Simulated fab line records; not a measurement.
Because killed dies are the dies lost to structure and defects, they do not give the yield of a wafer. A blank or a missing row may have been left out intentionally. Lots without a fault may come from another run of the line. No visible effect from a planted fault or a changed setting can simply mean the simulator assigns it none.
Which of the tools did it? :: flow n5-finfet :: 12 lots with 36 wafers sampled at 3 steps, on a route of 1938 steps

== WHAT THE GAUGES READ, wafer by wafer ==
N5_BEOL_M6_THK_MEAS_53: measures by xrf.
lot: L074
measured: day 10 08:59
on: film-metro-01
M6_THK (nm): 76.4 79.2 76.1

lot: L077
measured: day 10 17:35
on: film-metro-02
M6_THK (nm): 75.5 80.3 75.0

lot: L080
measured: day 11 05:10
on: film-metro-01
M6_THK (nm): 74.9 76.8 78.9

lot: L081
measured: day 11 17:39
on: film-metro-01
M6_THK (nm): 76.1 77.7 76.1

lot: L083
measured: day 12 08:54
on: film-metro-01
M6_THK (nm): 77.9 74.8 77.6

lot: L086
measured: day 12 17:20
on: film-metro-01
M6_THK (nm): 77.8 78.3 79.6

lot: L087
measured: day 13 06:52
on: film-metro-02
M6_THK (nm): 78.4 83.1 75.9

lot: L089
measured: day 14 03:37
on: film-metro-01
M6_THK (nm): 80.6 78.5 79.4

lot: L091
measured: day 14 06:41
on: film-metro-01
M6_THK (nm): 79.3 84.1 80.9

lot: L092
measured: day 14 12:51
on: film-metro-02
M6_THK (nm): 80.7 77.6 79.3

lot: L096
measured: day 15 19:26
on: film-metro-02
M6_THK (nm): 79.7 83.4 79.8

lot: L097
measured: day 16 00:20
on: film-metro-01
M6_THK (nm): 83.3 79.1 81.6

== TOOL THAT RAN EACH LOT (tool first, then ch and the chambers of the sampled wafers, then the start) ==
lot: L074
N5_BEOL_M6_PRE_CLEAN_45: pvd-sputter-03, day 10 07:03
N5_BEOL_M6_CMP_52: cmp-02 ch 0,1,2, day 10 08:48

lot: L077
N5_BEOL_M6_PRE_CLEAN_45: pvd-sputter-02, day 10 16:13
N5_BEOL_M6_CMP_52: cmp-03 ch 0,1,2, day 10 17:22

lot: L080
N5_BEOL_M6_PRE_CLEAN_45: pvd-sputter-01, day 11 03:32
N5_BEOL_M6_CMP_52: cmp-02 ch 0,2,3, day 11 04:57

lot: L081
N5_BEOL_M6_PRE_CLEAN_45: pvd-sputter-03, day 11 16:14
N5_BEOL_M6_CMP_52: cmp-03 ch 1,2,3, day 11 17:28

lot: L083
N5_BEOL_M6_PRE_CLEAN_45: pvd-sputter-01, day 12 07:10
N5_BEOL_M6_CMP_52: cmp-04 ch 0,1,3, day 12 08:38

lot: L086
N5_BEOL_M6_PRE_CLEAN_45: pvd-sputter-03, day 12 14:58
N5_BEOL_M6_CMP_52: cmp-04 ch 0,1,3, day 12 17:09

lot: L087
N5_BEOL_M6_PRE_CLEAN_45: pvd-sputter-02, day 13 05:08
N5_BEOL_M6_CMP_52: cmp-04 ch 1,2,3, day 13 06:38

lot: L089
N5_BEOL_M6_PRE_CLEAN_45: pvd-sputter-02, day 13 23:05
N5_BEOL_M6_CMP_52: cmp-04 ch 0,1,3, day 14 03:23

lot: L091
N5_BEOL_M6_PRE_CLEAN_45: pvd-sputter-03, day 14 02:29
N5_BEOL_M6_CMP_52: cmp-03 ch 0,2,3, day 14 06:23

lot: L092
N5_BEOL_M6_PRE_CLEAN_45: pvd-sputter-01, day 14 11:03
N5_BEOL_M6_CMP_52: cmp-03 ch 1,2,3, day 14 12:34

lot: L096
N5_BEOL_M6_PRE_CLEAN_45: pvd-sputter-03, day 15 17:29
N5_BEOL_M6_CMP_52: cmp-04 ch 1,2,3, day 15 19:10

lot: L097
N5_BEOL_M6_PRE_CLEAN_45: pvd-sputter-03, day 15 21:50
N5_BEOL_M6_CMP_52: cmp-04 ch 2,3, day 16 00:02
- N5_BEOL_M6_PRE_CLEAN_45: time 30 s.
- N5_BEOL_M6_CMP_52: polishes, stops on SiCOH lowk, t overpolish 6.9 s, target thk 80 nm.

== THE ANSWER, worked out from the rows above alone ==
Rule: usual is defined by the lots themselves. The widest of any qualifying gaps counts: lots, ordered by their means at a reading, are off when they make up no more than a third of the lots, leave a main group of 4 or more, and stand apart from it by 3 or more times the standard deviation of that group's means. A main group is skipped when, at the precision printed for the reading in the tables above, its means are all equal. A lot without any number at a reading at which 4 lots or more have one is off too. The other lots that the step has rows for count as sound.
None of the lots is off at any reading shown; this tells nothing.

== WHAT THE SIMULATOR HAD INSERTED ==
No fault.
